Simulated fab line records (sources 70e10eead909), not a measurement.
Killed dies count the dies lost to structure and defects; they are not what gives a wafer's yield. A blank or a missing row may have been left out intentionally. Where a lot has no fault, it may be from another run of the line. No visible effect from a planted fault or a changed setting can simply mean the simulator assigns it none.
A struck lot beside a sound one || flow nand_harc || 14 out of 1302 route steps
Sound: these wafers, L380.2, L380.5, L380.6. Struck: wafer L368.2. (L368.1, L368.3 of the same lot were not struck and are left out.) The cause comes at the end.
For every step that has rows: the tool of each side, followed by ch and its chambers, followed by its first start. Under that, the readings that differ: sound wafers || struck wafers || difference of the means || sigmas: that difference in standard deviations of wafers without a fault.
alike: readings with means less than 2 such deviations apart, plus words and numbers identical on both sides. not compared: withheld readings, readings lacking a value on some wafer, bounds such as >300 that could conceal the same value, and numbers that have no deviation in the record and whose values overlap.
A row with sigmas, a row that says differs or no value, or rows on one side alone: a step with any of these is where the two part. Numbers that don't overlap but have no deviation are shown without sigmas and don't part them. A reading missing from all wafers of one side parts the sides only when that side holds two or more wafers.

NHARC_A_ZERO_WELL_INSPECT_17:
  struck on defect_inspect-02, day 11 12:29; sound on defect_inspect-02, day 16 03:09
  alike: raw_defect_count
then, 3 steps without rows for these wafers: NHARC_A_SOURCE_PLATE_PRECLEAN_00 (cleans in HF-LAST, time 60 s); NHARC_A_SOURCE_PLATE_SRD_01; NHARC_A_SOURCE_PLATE_OXIDE_02 (material SiO2, target thk 10 nm, ox time 1362 s).
NHARC_A_SOURCE_PLATE_THK_MEAS_09: measures by ellipsometry.
  struck on film_metro-02, day 11 17:14; sound on film_metro-01, day 16 10:43
  alike: thk_nm
then, 3 steps without rows for these wafers: NHARC_A_SOURCE_PLATE_PVD_04 (deposits WSi2, target thk 50 nm); NHARC_A_SOURCE_PLATE_CVD_03 (deposits poly-Si, target thk 200 nm, time 4000 s); NHARC_A_SOURCE_PLATE_ANNEAL_05 (time 1800 s).
NHARC_A_SOURCE_PLATE_THK_MEAS_06: measures by ellipsometry.
  struck on film_metro-02, day 12 07:03; sound on film_metro-01, day 16 23:44
  alike: thk_nm
NHARC_A_SOURCE_PLATE_INSPECT_08:
  struck on defect_inspect-01, day 12 07:08; sound on defect_inspect-02, day 16 23:47
  alike: raw_defect_count
NHARC_A_ONON_D1_DEP_00: target thk 1000 nm.
  sound on pecvd_onon-02 ch 0, day 16 23:55; struck on pecvd_onon-03 ch 0, day 12 07:12
  alike: susceptor_temp_C
NHARC_A_ONON_D1_THK_MEAS_02: measures by ellipsometry.
  struck on film_metro-02, day 12 07:43; sound on film_metro-01, day 17 00:22
{"reading": "thk_nm (nm)", "sound": "1001 1001 1000", "struck": 616, "difference": -385, "sigmas": -52}
after that, 1 step with no rows for these wafers: NHARC_A_ONON_D1_DEP_03 (target thk 1000 nm).
-- record jumps: 17 days between struck wafers' starts before vs after; left off in module A_ONON_D1, resumes in module END, first step shown is number 1302 of the route --
NHARC_END_SORT_01:
  at this point the record logs the struck wafers (prober-02 ch 0, day 28 22:35) and has no rows for the sound ones

== WHERE THEY PART ==
Last at NHARC_END_SORT_01 as far as this record goes, first at NHARC_A_ONON_D1_THK_MEAS_02.

WHY: the cause the simulator had injected
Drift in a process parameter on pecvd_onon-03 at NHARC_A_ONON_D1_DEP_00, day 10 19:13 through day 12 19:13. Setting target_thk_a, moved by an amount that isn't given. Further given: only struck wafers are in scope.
